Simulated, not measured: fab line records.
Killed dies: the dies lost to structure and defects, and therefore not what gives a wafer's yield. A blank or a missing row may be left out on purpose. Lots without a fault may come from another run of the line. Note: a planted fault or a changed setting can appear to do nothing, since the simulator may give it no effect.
One fault seen from 3 desks + flow n5 finfet + each desk has only its own numbers; what lay behind them comes last

== THE METROLOGY DESK ==
Means of the sampled wafers that have a number, per lot and without regard to the tool the lot ran on: this is what the gauges read. Marked OUT: a lot whose mean sits more than 4 standard deviations from the usual mean, which makes it out of limits; the brackets give that distance.
Columns: A = cd nm at N5_PASSIVATION_CD_MEAS_44, usual 40000 nm; B = PASS_OPEN_OVL at N5_PASSIVATION_OVL_MEAS_66, usual 1 nm
| lot  | first seen here | A     | B  |
|------|-----------------|-------|----|
| L166 | day 14 18:49    | 39991 | -4 |
| L171 | day 15 23:38    | 40004 | 4  |
| L177 | day 17 22:08    | 40004 | 0  |
| L178 | day 18 05:31    | 39998 | 6  |
| L183 | day 19 05:50    | 40006 | 3  |
| L184 | day 19 16:57    | 39992 | -3 |
This desk found nothing out of limits on any of the 6 lots.

== THE DEFECT DESK ==
For each lot, the counts of the inspections along the route, averaged over the sampled wafers that have a number. Marked OUT: a lot whose mean sits more than 4 standard deviations from the usual mean, which makes it out of limits; the brackets give that distance.
Columns: A = raw defect count at N5_PASSIVATION_INSPECT_67, usual 1.9
| lot  | first seen here | A   |
|------|-----------------|-----|
| L166 | day 14 18:52    | 2.7 |
| L171 | day 15 23:41    | 1.7 |
| L177 | day 17 22:11    | 1.5 |
| L178 | day 18 05:34    | 1.5 |
| L183 | day 19 05:53    | 3.0 |
| L184 | day 19 17:00    | 2.7 |
This desk found nothing out of limits on any of the 6 lots.

== AT THE TOOL OWNER'S DESK: rie diel-06 ==
The tool's own readings at N5_PASSIVATION_ETCH_54 (etches SiO2 in CHF3/O2, target depth 880 nm, time 440 s): means of the sampled wafers that have a number, for each lot that ran on this tool. Marked OUT: a lot whose mean sits more than 4 standard deviations from the usual mean, which makes it out of limits; the brackets give that distance.
Columns: A = drypump motor current A at N5_PASSIVATION_ETCH_54, usual 5.6 A; B = oes_ar_750_au at N5_PASSIVATION_ETCH_54, usual 0.81 a.u.; C = oes_f_703_au at N5_PASSIVATION_ETCH_54, usual 0.81 a.u.; D = oes product au at N5_PASSIVATION_ETCH_54, usual 0.80 a.u.; E = rf vpp V at N5_PASSIVATION_ETCH_54, usual 524 V; F = showerhead plenum p Torr at N5_PASSIVATION_ETCH_54, usual 2.42 Torr; G = throttle valve pct at N5_PASSIVATION_ETCH_54, usual 18.81 %
| lot  | first seen here | A   | B    | C    | D    | E   | F    | G     |
|------|-----------------|-----|------|------|------|-----|------|-------|
| L166 | day 14 19:13    | 5.7 | 0.85 | 0.87 | 0.85 | 528 | 2.51 | 18.73 |
| L177 | day 17 22:41    | 5.6 | 0.83 | 0.84 | 0.82 | 527 | 2.48 | 18.77 |
| L178 | day 18 06:02    | 5.6 | 0.81 | 0.81 | 0.80 | 526 | 2.47 | 18.77 |
This desk found nothing out of limits on any of the 3 lots.

== ALL TOGETHER ==
At the metrology desk, nothing out of limits was observed.
No out-of-limits result turned up at the defect desk.
Nothing out of limits was seen by the tool owner's desk.

== WHAT HAD BEEN PUT IN BY THE SIMULATOR ==
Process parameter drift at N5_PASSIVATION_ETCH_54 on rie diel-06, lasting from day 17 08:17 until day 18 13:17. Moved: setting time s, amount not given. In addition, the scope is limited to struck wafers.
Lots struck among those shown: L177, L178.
